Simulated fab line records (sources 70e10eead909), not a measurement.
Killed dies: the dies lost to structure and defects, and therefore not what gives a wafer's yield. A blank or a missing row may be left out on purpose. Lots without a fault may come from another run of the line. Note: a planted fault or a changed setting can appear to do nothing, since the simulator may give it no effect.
Matching of chambers	flow nand_harc	NHARC_A_M1_DESCUM_14 on rie_diel-08: 4 sister chambers
The step chemistry O2, time 3 s. 24 wafers are shown with their chamber, then 12 later ones without.

## EACH WAFER AND ITS CHAMBER
wafer	chamber	drypump_motor_current_A (A)	oes_product_au (a.u.)	rf_vpp_V (V)
L075.2	1	5.1	1.010	58.1
L075.4	3	5.7	1.004	57.0
L075.5	1	5.1	0.998	56.0
L079.2	1	5.1	0.993	58.6
L079.3	2	5.3	0.981	58.1
L079.5	3	5.7	0.986	58.1
L080.3	0	6.0	0.992	57.0
L080.5	1	5.1	0.991	57.5
L080.6	2	5.3	0.989	58.7
L082.4	2	5.3	0.991	56.8
L082.5	0	6.0	1.011	57.3
L082.6	3	5.7	0.991	57.6
L085.3	3	5.7	1.001	57.3
L085.4	2	5.2	0.994	58.3
L085.5	0	6.0	1.004	57.4
L086.2	2	5.3	0.987	57.7
L086.5	1	5.1	0.984	57.9
L086.6	2	5.2	0.988	58.1
L084.4	0	6.0	0.996	56.9
L084.5	0	6.0	0.993	58.3
L084.6	1	5.1	0.998	56.9
L089.1	0	6.0	1.002	57.3
L089.2	3	5.7	0.991	58.9
L089.4	2	5.2	0.994	57.6

SIGNATURES (averages over the wafers above)
reading	chamber 0	chamber 1	chamber 2	chamber 3	scatter within a chamber
drypump_motor_current_A	6.000	5.100	5.257	5.700	0.0293
oes_product_au	0.99967	0.99567	0.98914	0.99460	0.00708
rf_vpp_V	57.367	57.500	57.900	57.780	0.708
Rule: for a wafer and a chamber, the distance is found by dividing, reading by reading, the gap between the wafer's reading and the chamber's mean by the reading's scatter, squaring, summing and taking the root. The wafer belongs to the nearest chamber; if the next one is less than 2 further off, it can't be placed. How the scatter is found: for the shown wafers, subtract from each reading the mean of its chamber, square and add these, divide the total by (wafers less chambers), then take the root.

## WAFERS WITH NO CHAMBER GIVEN
wafer	drypump_motor_current_A (A)	oes_product_au (a.u.)	rf_vpp_V (V)
L089.3	5.1	0.995	57.7
L089.5	5.7	0.998	58.6
L089.6	6.0	1.002	58.7
L092.1	5.7	0.997	58.3
L092.2	5.1	0.997	56.5
L092.5	5.7	0.993	57.8
L093.2	6.0	0.996	57.5
L093.3	5.1	0.990	57.6
L093.4	5.7	0.992	58.6
L097.1	5.1	1.010	57.2
L097.2	5.7	1.007	57.0
L097.5	6.0	1.007	57.6

## CHAMBER TAKEN BY EACH
wafer	from the rows above	in truth
L089.3	1	1
L089.5	3	3
L089.6	0	0
L092.1	3	3
L092.2	1	1
L092.5	3	3
L093.2	0	0
L093.3	1	1
L093.4	3	3
L097.1	1	1
L097.2	3	3
L097.5	0	0
Correct placement for 12 of the 12. Can't be placed from these rows: 0. Placed wrongly: 0.
